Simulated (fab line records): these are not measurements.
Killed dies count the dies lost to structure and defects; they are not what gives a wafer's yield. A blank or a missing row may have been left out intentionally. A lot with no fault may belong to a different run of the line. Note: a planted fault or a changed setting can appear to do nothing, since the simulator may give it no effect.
Matching of chambers + flow n5_finfet + N5_BEOL_M1_ETCH_74 on rie_diel-05 has 4 sister chambers
The step etches underlayer in N2/H2, target depth 6.5 nm, time 5.2 s. 20 wafers are shown with their chamber, then 10 later ones without.

WAFERS PAIRED WITH THEIR CHAMBERS
| wafer  | chamber | showerhead_plenum_p_Torr (Torr) | drypump_motor_current_A (A) | oes_product_au (a.u.) |
|--------|---------|---------------------------------|-----------------------------|-----------------------|
| L074.1 | 2       | 2.71                            | 5.82                        | 0.76                  |
| L074.4 | 1       | 2.51                            | 5.68                        | 0.59                  |
| L074.6 | 2       | 2.71                            | 5.80                        | 0.77                  |
| L081.1 | 3       | 2.43                            | 6.00                        | 0.64                  |
| L081.5 | 0       | 2.51                            | 5.82                        | 0.59                  |
| L081.6 | 3       | 2.43                            | 6.01                        | 0.63                  |
| L084.1 | 3       | 2.43                            | 6.00                        | 0.63                  |
| L084.2 | 2       | 2.70                            | 5.81                        | 0.75                  |
| L084.3 | 0       | 2.51                            | 5.80                        | 0.59                  |
| L087.1 | 1       | 2.50                            | 5.68                        | 0.58                  |
| L087.2 | 2       | 2.70                            | 5.84                        | 0.75                  |
| L087.5 | 3       | 2.43                            | 6.00                        | 0.64                  |
| L089.1 | 3       | 2.43                            | 6.01                        | 0.63                  |
| L089.3 | 0       | 2.50                            | 5.82                        | 0.59                  |
| L089.4 | 0       | 2.51                            | 5.82                        | 0.59                  |
| L090.2 | 3       | 2.43                            | 6.01                        | 0.63                  |
| L090.5 | 2       | 2.70                            | 5.83                        | 0.73                  |
| L090.6 | 0       | 2.51                            | 5.82                        | 0.58                  |
| L092.1 | 2       | 2.69                            | 5.82                        | 0.72                  |
| L092.2 | 3       | 2.42                            | 6.01                        | 0.62                  |

SIGNATURES (means of the wafers above)
| reading                  | chamber 0 | chamber 1 | chamber 2 | chamber 3 | scatter within a chamber |
|--------------------------|-----------|-----------|-----------|-----------|--------------------------|
| showerhead_plenum_p_Torr | 2.5080    | 2.5050    | 2.7017    | 2.4286    | 0.00558                  |
| drypump_motor_current_A  | 5.8160    | 5.6800    | 5.8200    | 6.0057    | 0.00965                  |
| oes_product_au           | 0.5880    | 0.5850    | 0.7467    | 0.6314    | 0.0116                   |
Rule: for each reading, subtract the chamber's mean from the wafer's reading, divide by that reading's scatter and square the result; add these up over the readings and take the root, which gives the wafer's distance from the chamber. The wafer belongs to the nearest chamber; if the next one is less than 2 further off, it can't be placed. The scatter: take each reading less its chamber's mean, square it, sum over the shown wafers, divide by the number of wafers less the number of chambers, and take the root.

WAFERS MISSING THEIR CHAMBER
| wafer  | showerhead_plenum_p_Torr (Torr) | drypump_motor_current_A (A) | oes_product_au (a.u.) |
|--------|---------------------------------|-----------------------------|-----------------------|
| L092.5 | 2.69                            | 5.82                        | 0.72                  |
| L095.1 | 2.69                            | 5.81                        | 0.72                  |
| L095.2 | 2.50                            | 5.68                        | 0.84                  |
| L095.3 | 2.42                            | 6.00                        | 0.62                  |
| L094.2 | 2.42                            | 6.02                        | 0.62                  |
| L094.3 | 2.50                            | 5.69                        | 0.83                  |
| L094.6 | 2.42                            | 6.00                        | 0.62                  |
| L097.2 | 2.42                            | 6.03                        | 0.62                  |
| L097.4 | 2.42                            | 6.01                        | 0.61                  |
| L097.5 | 2.69                            | 5.84                        | 0.71                  |

THE CHAMBER EACH PASSED THROUGH
| wafer  | from the rows above | in truth |
|--------|---------------------|----------|
| L092.5 | 2                   | 2        |
| L095.1 | 2                   | 2        |
| L095.2 | 1                   | 1        |
| L095.3 | 3                   | 3        |
| L094.2 | 3                   | 3        |
| L094.3 | 1                   | 1        |
| L094.6 | 3                   | 3        |
| L097.2 | 3                   | 3        |
| L097.4 | 3                   | 3        |
| L097.5 | 2                   | 2        |
Correctly placed: 10 of 10. From these rows, 0 cannot be placed. Wrongly placed: 0.
